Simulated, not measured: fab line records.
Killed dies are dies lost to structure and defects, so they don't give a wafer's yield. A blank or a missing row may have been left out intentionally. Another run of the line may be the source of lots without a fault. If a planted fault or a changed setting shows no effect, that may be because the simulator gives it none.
Comparing a struck lot with a sound one	flow nand harc	14 out of 1302 route steps
Sound: wafers L423.2, L423.3, L423.4. Struck: wafer L432.3. (L432.5, L432.6 of the same lot were not struck and are left out.) The cause comes at the end.
At each step with rows: each side's tool, then ch and its chambers, then its first start. Under that, the readings that differ: sound wafers	struck wafers	difference of the means	sigmas: that difference in standard deviations of wafers without a fault.
alike: words and numbers the same on both sides, and readings whose means are apart by under 2 such deviations; not compared: readings that were withheld, readings missing a value for some wafer, numbers with overlapping values and no deviation given by the record, and bounds like >300 which may hide the same value.
Wherever a step has rows on one side only, a row that says differs or no value, or a row with sigmas, the two part there. Numbers that have no deviation but don't overlap get no sigmas and don't part them. A reading that every wafer of one side lacks parts them only if that side has two wafers or more.

NHARC_A_CHANNEL_FILL_D2_ALD_16: deposits SiO2, target thk 1.5 nm, pulse time 10 s, ald cycles 15.
  sound on ald hk-04 ch 0,1,2, day 16 02:11; struck on ald hk-01 ch 0, day 19 20:32
reading	sound	struck	difference	sigmas
since wet clean h (h)	94 94 94	146	+52	
  alike: heater power w, precursor pulse height rel
then, 2 steps without rows for these wafers: NHARC_A_CHANNEL_FILL_D2_ANNEAL_17 (time 1800 s); NHARC_A_CHANNEL_FILL_D2_CVD_18 (deposits poly-Si, target thk 3 nm).
NHARC_A_CHANNEL_FILL_D2_ETCHBACK_19: etches the open film in HBr/Cl2, target depth 5 nm, time 1.7 s.
  sound on rie si-02 ch 0,2,3, day 16 13:32; struck on rie si-02 ch 3, day 20 08:20
reading	sound	struck	difference	sigmas
rf hours counter h (h)	0.4 0.5 0.5	0	+0	
  alike: bias w, drypump motor current A, he backside leak sccm, oes product au, throttle valve pct
NHARC_A_CHANNEL_FILL_D2_ETCHBACK_20: etches the open film in C4F8/O2/Ar, target depth 27 nm, time 13.5 s.
  sound on rie diel-05 ch 0,2,3, day 16 13:40; struck on rie diel-11 ch 1, day 20 08:28
reading	sound	struck	difference	sigmas
rf hours counter h (h)	4 4 3	6	+2	
  alike: bias w, oes product au, rf vpp V, run length s
NHARC_A_CHANNEL_FILL_D2_STRIP_28: strips in O2, time 20 s.
  sound on rie diel-05 ch 0,2,3, day 16 13:45; struck on rie diel-11 ch 2, day 20 08:31
reading	sound	struck	difference	sigmas
rf hours counter h (h)	4 3 4	6	+2	
throttle valve pct (%)	17.035 17.021 17.026	17.046	+0.019	+2
  alike: drypump motor current A, oes product au, rf vpp V, showerhead plenum p Torr
then, 4 steps without rows for these wafers: NHARC_A_CHANNEL_FILL_D2_PRECLEAN_21 (cleans in dHF, time 30 s); NHARC_A_CHANNEL_FILL_D2_SRD_23; NHARC_A_CHANNEL_FILL_D2_CVD_05 (deposits poly-Si, target thk 5 nm); NHARC_A_CHANNEL_FILL_D2_ANNEAL_22 (time 7200 s).
NHARC_A_CHANNEL_FILL_D2_ALD_25: deposits SiOx, target thk 60 nm, pulse time 10 s, ald cycles 600.
  sound on ald hk-01 ch 0,1,2, day 17 01:58; struck on ald hk-04 ch 0, day 21 02:02
reading	sound	struck	difference	sigmas
since wet clean h (h)	82 81 80	37	-44	
  alike: heater power w, precursor pulse height rel
NHARC_A_CHANNEL_FILL_D2_ETCHBACK_08: etches the open film in C4F8, target depth 220 nm, time 110 s.
  sound on rie diel-10 ch 0,1,3, day 17 07:32; struck on rie diel-05 ch 3, day 21 05:47
reading	sound	struck	difference	sigmas
rf hours counter h (h)	4 4 3	2	-2	
run length s (s)	130.6 132.7 131.5	183.1	+51.5	+82
  alike: oes product au, rf vpp V
then, 1 step without rows for these wafers: NHARC_A_CHANNEL_FILL_D2_STRIP_29 (strips in O2, time 20 s).
-- record jumps: 9 days between struck wafers' starts before vs after; left off in module A_CHANNEL_FILL_D2, resumes in module END, first step shown is number 1302 of the route --
NHARC_END_SORT_01:
  the record has rows for the struck wafers here (prober-02 ch 0, day 30 06:20) and none for the sound ones

WHERE THEY PART
First at NHARC_A_CHANNEL_FILL_D2_STRIP_28; last, within this record, at NHARC_END_SORT_01.

WHY: what the simulator had put in
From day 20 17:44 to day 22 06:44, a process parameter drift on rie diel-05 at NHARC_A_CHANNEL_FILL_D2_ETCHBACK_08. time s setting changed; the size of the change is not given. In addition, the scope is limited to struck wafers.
